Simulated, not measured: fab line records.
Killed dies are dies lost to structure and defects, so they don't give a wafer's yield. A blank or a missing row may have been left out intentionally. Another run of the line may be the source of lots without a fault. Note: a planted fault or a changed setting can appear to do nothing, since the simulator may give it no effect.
Which tool did it? + flow nand_harc + 11 lots, 33 wafers sampled, at 2 steps of a route of 1302

== WHAT EACH GAUGE READ, for each wafer ==
NHARC_A_BONDPAD_CD_MEAS_13.
| lot  | measured     | on        | cd_nm (nm)        |
|------|--------------|-----------|-------------------|
| L262 | day 23 08:33 | cd_sem-02 | 502.5 503.9 502.0 |
| L261 | day 23 10:17 | cd_sem-02 | 500.1 497.9 503.0 |
| L260 | day 23 14:28 | cd_sem-03 | 498.5 500.0 499.7 |
| L264 | day 25 20:22 | cd_sem-02 | 503.3 498.4 500.6 |
| L266 | day 26 03:01 | cd_sem-02 | 501.8 500.9 502.2 |
| L270 | day 27 21:10 | cd_sem-03 | 497.7 501.3 504.4 |
| L273 | day 29 04:47 | cd_sem-01 | 505.9 506.1 507.0 |
| L275 | day 29 07:21 | cd_sem-02 | 504.8 500.3 505.3 |
| L272 | day 29 10:09 | cd_sem-01 | 500.1 505.5 504.2 |
| L276 | day 29 13:58 | cd_sem-03 | 498.9 503.0 504.1 |
| L283 | day 32 20:31 | cd_sem-01 | 499.1 502.8 500.5 |

== TOOL THAT RAN EACH LOT (tool first, then ch and the chambers of the sampled wafers, then the start) ==
| lot  | NHARC_A_BONDPAD_ETCH_12            |
|------|------------------------------------|
| L262 | rie_diel-06 ch 0,2,3, day 23 08:25 |
| L261 | rie_diel-06 ch 0,1, day 23 10:08   |
| L260 | rie_diel-01 ch 0,3, day 23 14:20   |
| L264 | rie_diel-11 ch 1,3, day 25 20:14   |
| L266 | rie_diel-06 ch 0,1,2, day 26 02:53 |
| L270 | rie_diel-11 ch 0,1,3, day 27 21:03 |
| L273 | rie_diel-11 ch 0,3, day 29 04:40   |
| L275 | rie_diel-11 ch 0,1,3, day 29 07:13 |
| L272 | rie_diel-11 ch 0,3, day 29 10:01   |
| L276 | rie_diel-11 ch 0,1,3, day 29 13:49 |
| L283 | rie_diel-06 ch 0,3, day 32 20:23   |
- NHARC_A_BONDPAD_ETCH_12: etches the open film in CHF3/O2, target depth 220 nm, time 110 s.

== THE ANSWER, worked out from the rows above alone ==
Rule: the lots themselves supply what counts as usual. The widest of any qualifying gaps counts: lots, ordered by their means at a reading, are off when they make up no more than a third of the lots, leave a main group of 4 or more, and stand apart from it by 3 or more times the standard deviation of that group's means. A main group whose means are all the same, to the digits that the tables above print for the reading, isn't used. Also off: a lot with no number at a reading for which 4 or more lots have one. All remaining lots with rows at the step are treated as sound.
Nothing can be told from this: no lot is off at any reading shown.

== WHAT THE SIMULATOR PUT IN ==
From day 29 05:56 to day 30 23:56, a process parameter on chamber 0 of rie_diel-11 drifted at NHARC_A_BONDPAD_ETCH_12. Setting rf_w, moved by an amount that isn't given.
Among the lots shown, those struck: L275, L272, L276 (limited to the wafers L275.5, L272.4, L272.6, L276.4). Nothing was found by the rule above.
